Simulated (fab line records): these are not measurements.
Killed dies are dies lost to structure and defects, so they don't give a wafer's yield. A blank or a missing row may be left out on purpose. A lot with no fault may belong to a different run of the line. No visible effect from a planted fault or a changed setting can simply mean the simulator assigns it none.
Struck lot and sound lot, side by side || flow n5Finfet || 20 steps out of a route of 1938
Sound: wafers L529.3, L529.4, L529.5. The struck wafers were L526.1, L526.3, L526.6. The cause is given at the end.
Order at every step that has rows: each side's tool, ch and its chambers, its first start. Under that, the readings that differ: sound wafers || struck wafers || difference of the means || sigmas: that difference in standard deviations of wafers without a fault.
alike: a reading whose means differ by less than 2 such deviations, as well as words and numbers matching on both sides. not compared: withheld readings; readings where some wafer has no value; bounds like >300 that might hide an equal value; numbers whose values overlap and for which the record gives no deviation.
The two part at a step that has a row with sigmas, a row that says differs or no value, or rows on one side only. Numbers that have no deviation but don't overlap get no sigmas and don't part them. A reading missing from all wafers of one side parts the sides only when that side holds two or more wafers.

first, 9 steps without rows for these wafers: N5_BEOL_M7_DESCUM_16 (chemistry O2, time 7.9 s); N5_BEOL_M7_ETCH_61 (etches SiARC in CF4, target depth 45.5 nm, time 75.8 s); N5_BEOL_M7_ETCH_62 (etches SOC in N2/H2, target depth 110 nm, overetch 22 nm, time 165 s); N5_BEOL_M7_STRIP_68 (strips in N2/H2); N5_BEOL_M7_STRIP_67 (strips in CF4); N5_BEOL_M7_HM_OPEN_17 (chemistry Cl2/BCl3, target TiN, target depth 20 nm, overetch 6 nm); N5_BEOL_M7_STRIP_19 (strips in O2); N5_BEOL_M7_COAT_63 (time 60 s, resist thk 60 nm); N5_BEOL_M7_COAT_64 (time 60 s, resist thk 12 nm).
N5_BEOL_M7_COAT_71: time 60 s, resist thk 5 nm.
  sound on lithoTrack-01 ch 0, day 13 20:37; struck on lithoTrack-04 ch 0, day 13 08:58
{"reading": "spinSpeedRpm (rpm)", "sound": "1500.1 1500.9 1500.6", "struck": "1444.8 1444.9 1444.9", "difference": -55.7, "sigmas": -63}
  alike: exhaustPa, heaterPowerTotalW
then, 7 steps without rows for these wafers: N5_BEOL_M7_COAT_22 (resist thk 30 nm); N5_BEOL_M7_EBR_24; N5_BEOL_M7_SOFTBAKE_23 (time 60 s); N5_BEOL_M7_EXPOSE_25 (exposes mask V6, target cd 40 nm); N5_BEOL_M7_PEB_26 (peb time 60 s); N5_BEOL_M7_DEVELOP_27 (develop time 30 s); N5_BEOL_M7_DESCUM_33 (chemistry O2, time 7 s).
N5_BEOL_M7_ETCH_72: etches underlayer in N2/H2, target depth 6.5 nm, time 5.2 s.
  sound on rieDiel-03 ch 1,3, day 13 21:10; struck on rieDiel-03 ch 0,2,3, day 13 09:31
{"reading": "model.etch.depthNm (nm)", "sound": "5.012 5.001 5.012", "struck": "5.115 5.141 5.117", "difference": "+0.116", "sigmas": ""}
  alike: drypumpMotorCurrentA, etchRfOnTimeS, oesProductAu, rfVppV, showerheadPlenumPTorr, throttleValvePct
  not compared: rfHoursCounterH
then, 1 step without rows for these wafers: N5_BEOL_M7_ETCH_65 (etches SiARC in CF4, target depth 15.6 nm, time 26 s).
-- here the record skips 3 days between the struck wafers' starts before and after, leaving off in module BEOL_M7 and picking up in module PASSIVATION (first step shown: number 1936 of the route) --
N5_PASSIVATION_PROBE_49:
  only the struck wafers here have rows in the record (prober-02, day 16 13:56); the sound ones have none

WHERE THEY PART
First at N5_BEOL_M7_COAT_71; last, within this record, at N5_PASSIVATION_PROBE_49.

WHY: what had been put in by the simulator
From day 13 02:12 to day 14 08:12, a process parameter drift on lithoTrack-04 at N5_BEOL_M7_COAT_71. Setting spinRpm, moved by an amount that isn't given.
